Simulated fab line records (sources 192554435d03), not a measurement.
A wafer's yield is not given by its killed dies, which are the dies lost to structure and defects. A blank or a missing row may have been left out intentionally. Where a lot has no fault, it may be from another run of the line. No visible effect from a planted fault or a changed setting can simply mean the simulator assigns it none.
Matching of chambers || flow n5_finfet || rie_diel-01 running N5_SD_EPI_N_ETCH_16: 4 sister chambers
The step etches SiO2 in CHF3/O2, target depth 5 nm. 4 wafers are shown with their chamber, then 8 later ones without.

== WAFERS, EACH WITH ITS CHAMBER ==
{"wafer": "L080.6", "chamber": 2, "showerhead_plenum_p_Torr (Torr)": 2.56}
{"wafer": "L082.5", "chamber": 1, "showerhead_plenum_p_Torr (Torr)": 2.49}
{"wafer": "L086.5", "chamber": 0, "showerhead_plenum_p_Torr (Torr)": 2.55}
{"wafer": "L088.2", "chamber": 3, "showerhead_plenum_p_Torr (Torr)": 2.36}

== WAFERS WITHOUT THEIR CHAMBER ==
{"wafer": "L088.3", "showerhead_plenum_p_Torr (Torr)": 2.55}
{"wafer": "L088.5", "showerhead_plenum_p_Torr (Torr)": 2.36}
{"wafer": "L089.3", "showerhead_plenum_p_Torr (Torr)": 2.55}
{"wafer": "L089.4", "showerhead_plenum_p_Torr (Torr)": 2.55}
{"wafer": "L089.5", "showerhead_plenum_p_Torr (Torr)": 2.55}
{"wafer": "L097.1", "showerhead_plenum_p_Torr (Torr)": 2.54}
{"wafer": "L097.3", "showerhead_plenum_p_Torr (Torr)": 2.48}
{"wafer": "L097.6", "showerhead_plenum_p_Torr (Torr)": 2.48}

== THE CHAMBER EACH PASSED THROUGH ==
{"wafer": "L088.3", "from the rows above": "can't be placed: 0 or 2", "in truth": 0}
{"wafer": "L088.5", "from the rows above": 3, "in truth": 3}
{"wafer": "L089.3", "from the rows above": "can't be placed: 0 or 2", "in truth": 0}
{"wafer": "L089.4", "from the rows above": "can't be placed: 0 or 2", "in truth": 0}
{"wafer": "L089.5", "from the rows above": "can't be placed: 0 or 2", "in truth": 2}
{"wafer": "L097.1", "from the rows above": "can't be placed: 0 or 2", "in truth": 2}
{"wafer": "L097.3", "from the rows above": 1, "in truth": 1}
{"wafer": "L097.6", "from the rows above": 1, "in truth": 1}
3 of 8 placed correctly. Unplaceable from these rows: 5, with the true chamber sitting among the candidates in 5. 0 placed wrongly.
How it was worked out, from the rows above alone: a wafer's distance from a chamber is the root of the sum, over the readings, of the square of ((its reading less the chamber's mean) divided by the reading's scatter). The wafer belongs to the nearest chamber; if the next one is less than 2 further off, it can't be placed. Each chamber's mean is taken over the wafers shown for it. The scatter: with one shown wafer a chamber, the root of the mean of the squares of how far each hidden wafer lies from its nearest shown one.
